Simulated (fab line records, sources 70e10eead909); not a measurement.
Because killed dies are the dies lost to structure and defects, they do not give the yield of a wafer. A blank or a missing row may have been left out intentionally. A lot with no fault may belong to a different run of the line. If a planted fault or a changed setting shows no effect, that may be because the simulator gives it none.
Matching of chambers + flow nand-harc + NHARC_A_STAIRCASE_TRIM_191 on rie-diel-12 has 4 sister chambers
The step chemistry O2, time 211.2 s. 16 wafers are shown with their chamber, then 7 later ones without.

== WAFERS, EACH WITH ITS CHAMBER ==
| wafer  | chamber | drypump-motor-current-A (A) | showerhead-plenum-p-Torr (Torr) | run-length-s (s) |
|--------|---------|-----------------------------|---------------------------------|------------------|
| L861.2 | 1       | 5.4                         | 3.79                            | 232.5            |
| L861.3 | 0       | 5.7                         | 3.67                            | 232.8            |
| L861.6 | 2       | 6.3                         | 3.37                            | 232.6            |
| L863.2 | 1       | 5.4                         | 3.79                            | 232.9            |
| L863.3 | 2       | 6.3                         | 3.36                            | 232.4            |
| L863.6 | 2       | 6.3                         | 3.36                            | 232.0            |
| L867.1 | 2       | 6.3                         | 3.36                            | 232.3            |
| L867.2 | 3       | 6.3                         | 3.46                            | 233.2            |
| L867.4 | 0       | 5.7                         | 3.65                            | 233.1            |
| L869.1 | 1       | 5.4                         | 3.77                            | 232.5            |
| L869.3 | 2       | 6.3                         | 3.35                            | 232.0            |
| L869.5 | 3       | 6.3                         | 3.45                            | 232.9            |
| L875.2 | 3       | 6.2                         | 3.44                            | 232.6            |
| L875.6 | 3       | 6.2                         | 3.44                            | 232.5            |
| L882.1 | 3       | 6.3                         | 3.43                            | 233.1            |
| L882.3 | 1       | 5.4                         | 3.76                            | 232.4            |

SIGNATURES (means of the wafers above)
| reading                  | chamber 0 | chamber 1 | chamber 2 | chamber 3 | scatter within a chamber |
|--------------------------|-----------|-----------|-----------|-----------|--------------------------|
| drypump-motor-current-A  | 5.700     | 5.400     | 6.300     | 6.260     | 0.0316                   |
| showerhead-plenum-p-Torr | 3.6600    | 3.7775    | 3.3600    | 3.4440    | 0.0115                   |
| run-length-s             | 232.950   | 232.575   | 232.260   | 232.860   | 0.264                    |
Rule: for each reading, subtract the chamber's mean from the wafer's reading, divide by that reading's scatter and square the result; add these up over the readings and take the root, which gives the wafer's distance from the chamber. If the next closest chamber is less than 2 further off than the closest, the wafer can't be placed; otherwise it belongs to the closest. The scatter: the root of (the sum of the squares of (reading less its chamber's mean) over the shown wafers, divided by (wafers less chambers)).

== WAFERS WHOSE CHAMBER IS MISSING ==
| wafer  | drypump-motor-current-A (A) | showerhead-plenum-p-Torr (Torr) | run-length-s (s) |
|--------|-----------------------------|---------------------------------|------------------|
| L882.4 | 6.3                         | 3.33                            | 232.4            |
| L883.2 | 6.3                         | 3.33                            | 232.5            |
| L883.4 | 5.4                         | 3.75                            | 232.5            |
| L883.6 | 6.3                         | 3.33                            | 232.7            |
| L884.1 | 6.3                         | 3.43                            | 232.8            |
| L884.3 | 6.3                         | 3.33                            | 232.0            |
| L884.4 | 5.4                         | 3.75                            | 232.4            |

== THE CHAMBER EACH PASSED THROUGH ==
| wafer  | from the rows above | in truth |
|--------|---------------------|----------|
| L882.4 | 2                   | 2        |
| L883.2 | 2                   | 2        |
| L883.4 | 1                   | 1        |
| L883.6 | 2                   | 2        |
| L884.1 | 3                   | 3        |
| L884.3 | 2                   | 2        |
| L884.4 | 1                   | 1        |
Correct placement for 7 of the 7. Left unplaced by these rows: 0. Wrongly placed: 0.
